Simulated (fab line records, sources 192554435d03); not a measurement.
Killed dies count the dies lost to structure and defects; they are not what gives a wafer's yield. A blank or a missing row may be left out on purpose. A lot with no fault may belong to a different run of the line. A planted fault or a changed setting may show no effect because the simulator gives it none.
Split-lot trial	flow n5Finfet	7 lots, 21 wafers read, on a route of 1938 steps

## ON THE SPLIT
At N5_BEOL_M15_TRENCH_ETCH_34 (etches SiO2 in C4F8/O2/Ar, target depth 872.93 nm, time 199 s), the setting timeS was moved away from the recipe's 199 s on 5 of the 21 wafers read, by -19.2% to +20.4%. For the rest of the wafers, this setting stayed at what the recipe calls for.

## FROM THE SPLIT TO THE READING: what the file shows between them, 12 steps
- N5_BEOL_M15_STRIP_36: strips in O2
- N5_BEOL_M15_STRIP_62: strips in O2
- N5_BEOL_M15_STRIP_37: strips in O2
- N5_BEOL_M15_ETCH_38: etches SiCN in CF4/N2, target depth 106.4 nm, time 120.5 s
- N5_BEOL_M15_PRECLEAN_39: cleans in residue remover, time 60 s
- N5_BEOL_M15_SRD_40: time 30 s, dry time 30 s
- N5_BEOL_M15_ECD_47: material Cu, target thk 1860 nm
- N5_BEOL_M15_ANNEAL_48: time 90 s
- N5_BEOL_M15_CMP_49: polishes, stops on SiO2, t overpolish 4.9 s, target thk 850 nm
- N5_BEOL_M15_THK_MEAS_50: measures by xrf
- N5_BEOL_M15_PRE_CLEAN_52: time 15 s
- N5_BEOL_M15_DEP_53: deposits SiCN from 3MS/NH3, target thk 50 nm, time 17.8 s

## THE READING
M15_RS, in ohm/sq, at N5_BEOL_M15_RS_MEAS_54 (measures by four-point-probe). Typical for fault-free wafers on this fab line: 0.0214 ohm/sq, with standard deviation 0.00051 ohm/sq.

wafer	tool, chamber at the split	timeS as run, s	against the recipe	M15_RS, ohm/sq	against lot-mates on the recipe
L080.2	rieDiel-02, 0	199	recipe	0.0214	-
L080.3	rieDiel-02, 3	199	recipe	0.0217	-
L080.4	rieDiel-02, 1	199	recipe	0.0217	-
L078.2	rieDiel-03, 3	199	recipe	0.0213	-
L078.4	rieDiel-03, 1	199	recipe	0.0212	-
L078.5	rieDiel-03, 2	239.4	+20.3%	0.0178	-0.0034
L083.1	rieDiel-02, 1	199	recipe	0.0216	-
L083.3	rieDiel-02, 0	199	recipe	0.0213	-
L083.6	rieDiel-02, 0	199	recipe	0.0212	-
L086.1	rieDiel-06, 0	239.6	+20.4%	0.0176	-0.0042
L086.5	rieDiel-06, 1	239.6	+20.4%	0.0168	-0.0050
L086.6	rieDiel-06, 2	199	recipe	0.0218	-
L089.1	rieDiel-06, 1	199	recipe	0.0206	-
L089.3	rieDiel-06, 0	160.7	-19.2%	0.0268	+0.0056
L089.6	rieDiel-06, 3	199	recipe	0.0219	-
L094.2	rieDiel-02, 0	166	-16.6%	0.0255	+0.0039
L094.4	rieDiel-02, 1	199	recipe	0.0218	-
L094.6	rieDiel-02, 0	199	recipe	0.0213	-
L092.2	rieDiel-02, 1	199	recipe	0.0217	-
L092.3	rieDiel-02, 0	199	recipe	0.0214	-
L092.6	rieDiel-02, 0	199	recipe	0.0212	-

THE FIT
A straight line over all 21 wafers: M15_RS changes by -0.000223 ohm/sq for each +1% of timeS; r = -0.98; the points scatter about the line by 0.00045 ohm/sq.
The same after taking each lot's own level away (the mean of its wafers on the recipe; 21 wafers): -0.000229 ohm/sq for each +1%; r = -0.98; scatter 0.00046 ohm/sq.
The reading moves by 0.0047 ohm/sq for the largest change in timeS, on that fit.
The lots' own levels span 0.02125 to 0.02180 ohm/sq, that is 1.1 times the standard deviation above.
Consequently the slope shifts little with the lot-to-lot level, the two slopes agreeing.
Check: -0.00466 ohm/sq against its lot-mates is what the line predicts for one of the wafers moved furthest among these (+20.4%) when that wafer is left out of the fit. Against them it came out at -0.0042 ohm/sq.

## OTHER SPLITS APPLIED TO THESE WAFERS
Before the reading, these wafers also passed through other splits. Each is held against what the fit with the lots' levels taken away leaves over:
other split on the same wafers	wafers away from the commonest value	r with M15_RS (lot level and that fit taken away)
N5_BEOL_M14_PEB_08 pebTempC	9	+0.32
N5_BEOL_M15_PEB_26 pebTempC	5	+0.13

## THE WHOLE CHAIN: every reading that the file lists as answering this split, in the file's order
step	what it does	reading	change (the file's fit)	r (the file's)
N5_BEOL_M15_TRENCH_ETCH_34	etches SiO2 in C4F8/O2/Ar, target depth 872.93 nm, time 199 s	etch.depthNm (the simulator's own value, which no gauge read)	+9.07 nm for each +1% of the setting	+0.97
N5_BEOL_M15_TRENCH_ETCH_34	etches SiO2 in C4F8/O2/Ar, target depth 872.93 nm, time 199 s	coat_of_BEOL_M15_COAT_22.thkNm (the simulator's own value, which no gauge read)	-1.87 nm for each +1% of the setting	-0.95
N5_BEOL_M15_CMP_49	polishes, stops on SiO2, t overpolish 4.9 s, target thk 850 nm	Cu_of_BEOL_M15_ECD_47.thkNm (the simulator's own value, which no gauge read)	+9.06 nm for each +1% of the setting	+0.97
N5_BEOL_M15_THK_MEAS_50	measures by xrf	M15_THK	+9.46 for each +1% of the setting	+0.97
N5_BEOL_M15_RS_MEAS_54	measures by four-point-probe	M15_RS	-0.000227 for each +1% of the setting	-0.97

## THE FILE'S OWN FIT
M15_RS changes by -0.000227 ohm/sq for each +1% of timeS, r = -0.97.
